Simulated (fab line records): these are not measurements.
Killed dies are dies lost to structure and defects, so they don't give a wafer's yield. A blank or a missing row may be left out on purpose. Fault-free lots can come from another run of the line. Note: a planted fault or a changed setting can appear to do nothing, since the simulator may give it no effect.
Problem report, 8D (eight disciplines) form, completed by code :: flow n5-finfet :: the parts of the form that need people (team, actions taken, sign-off) are left out

## 1. WHAT IS WRONG
Mean of run-length-s at N5_BEOL_M0_CO_CAP_123: 175.4 s across 3 wafers in 3 lots; on wafers with no fault it is 124.3 s (standard deviation 0.53). Relative to the usual mean, that is a shift of +96 standard deviations.
The step: material Co, precursor CCTBA/H2, target thk 2 nm, time 102.1 s.
Earliest sighting: wafer L223.6 on cvd-co-02 at day 8 04:26. At this step, 32 wafers from 11 lots have a number in the record. The rule behind "out" and "out of limits": a value lying over 4 standard deviations away from the usual mean. The rest of the wafers with a number are treated as sound.

## 2. WHAT IT IS, WHAT IT ISN'T
question: which readings at this step
is: run-length-s
is not: heater-power-w

question: which lots
is: L223, L224, L226
is not: L215, L217, L218, L231, L233, L236, L237, L238

question: which wafers of those lots
is: L223.6, L224.4, L226.4
is not: L223.5, L224.2, L224.5, L226.2, L226.3

question: read on which tools
is: cvd-co-02
is not: cvd-co-01

question: when
is: from day 8 04:26
is not: up to then (10 sound wafers); but 19 sound wafers of L224, L226, L231, L233, L236, L237, L238 came after

## 3. SUSPECTS, AND WHAT RULES EACH OUT
Counting: any tool at a process step up to the reading remains a suspect provided it ran every lot that is out. Sound lots after the first of them don't rule it out here, since some wafers of a struck lot are sound.
- cvd-co-02 at N5_BEOL_M0_CO_CAP_123 (material Co, precursor CCTBA/H2, target thk 2 nm, time 102.1 s): kept. Ran every lot that is out, first one L223 (day 8 04:26); last sound lot up to then L217 (day 6 10:21). On those wafers its own readings are out: run-length-s.
Left after counting: cvd-co-02 at N5_BEOL_M0_CO_CAP_123.

## 4. THE CAUSE (what the simulator had put in)
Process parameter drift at N5_BEOL_M0_CO_CAP_123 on cvd-co-02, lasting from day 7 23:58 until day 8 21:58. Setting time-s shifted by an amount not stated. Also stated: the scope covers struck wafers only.
The count eliminated every tool but this one.

## 5. THE EFFECT CHAIN, in route order
Each row: a reading whose mean over the struck wafers that have a number lies more than 3 standard deviations from the usual. Only readings for which the record gives a usual standard deviation are gone through. hours: the time from each lot's start at the first step in this table that gives one to its start at this step, as a median over the lots. sigmas: the change in usual standard deviations.
hours: 0
step: N5_BEOL_M0_CO_CAP_123
reading: run-length-s
usual: 124.3 s
on struck wafers: 175.4
change: +51.1
sigmas: +96
Its process steps:
- N5_BEOL_M0_CO_CAP_123: material Co, precursor CCTBA/H2, target thk 2 nm, time 102.1 s.
At these later measuring or inspecting steps, every struck wafer for which the step has a row has a number for every such reading, and none has moved that far: N5_BEOL_M4_RC_MEAS_101.

## 6. HOW IT WOULD HAVE BEEN CAUGHT EARLIER
In this record no reading fell out of limits until day 8 04:26, 4 hours after the fault had begun at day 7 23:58.
